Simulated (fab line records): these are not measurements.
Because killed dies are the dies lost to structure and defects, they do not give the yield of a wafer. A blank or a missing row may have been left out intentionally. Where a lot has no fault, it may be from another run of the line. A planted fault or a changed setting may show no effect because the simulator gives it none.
Matching of chambers | flow n5-finfet | N5_MOL_CONTACT_COAG_ETCH_15 on rie-diel-01 has 4 sister chambers
The step etches SiNx in CH3F/O2, stops on Si:P, target depth 7 nm. 4 wafers are shown with their chamber, then 10 later ones without.

== WAFERS PAIRED WITH THEIR CHAMBERS ==
wafer  | chamber | drypump-motor-current-A (A)
L080.3 | 2       | 5.0
L080.5 | 1       | 5.7
L081.2 | 3       | 5.2
L081.5 | 0       | 6.5

== WAFERS WHOSE CHAMBER IS MISSING ==
wafer  | drypump-motor-current-A (A)
L081.6 | 5.6
L085.2 | 6.5
L085.3 | 5.0
L085.4 | 5.2
L092.1 | 6.5
L092.2 | 5.7
L092.6 | 6.5
L094.1 | 6.5
L094.2 | 5.7
L094.3 | 5.2

== THE CHAMBER EACH PASSED THROUGH ==
wafer  | from the rows above | in truth
L081.6 | 1                   | 1
L085.2 | 0                   | 0
L085.3 | 2                   | 2
L085.4 | 3                   | 3
L092.1 | 0                   | 0
L092.2 | 1                   | 1
L092.6 | 0                   | 0
L094.1 | 0                   | 0
L094.2 | 1                   | 1
L094.3 | 3                   | 3
10 of 10 placed correctly. From these rows, 0 cannot be placed. Placed wrongly: 0.
How it was worked out, from the rows above alone: a wafer's distance from a chamber is the root of the sum, over the readings, of the square of ((its reading less the chamber's mean) divided by the reading's scatter). The wafer belongs to the nearest chamber; if the next one is less than 2 further off, it can't be placed. For every chamber, the mean is computed from those of its wafers that are shown. The scatter: with one shown wafer a chamber, the root of the mean of the squares of how far each hidden wafer lies from its nearest shown one.
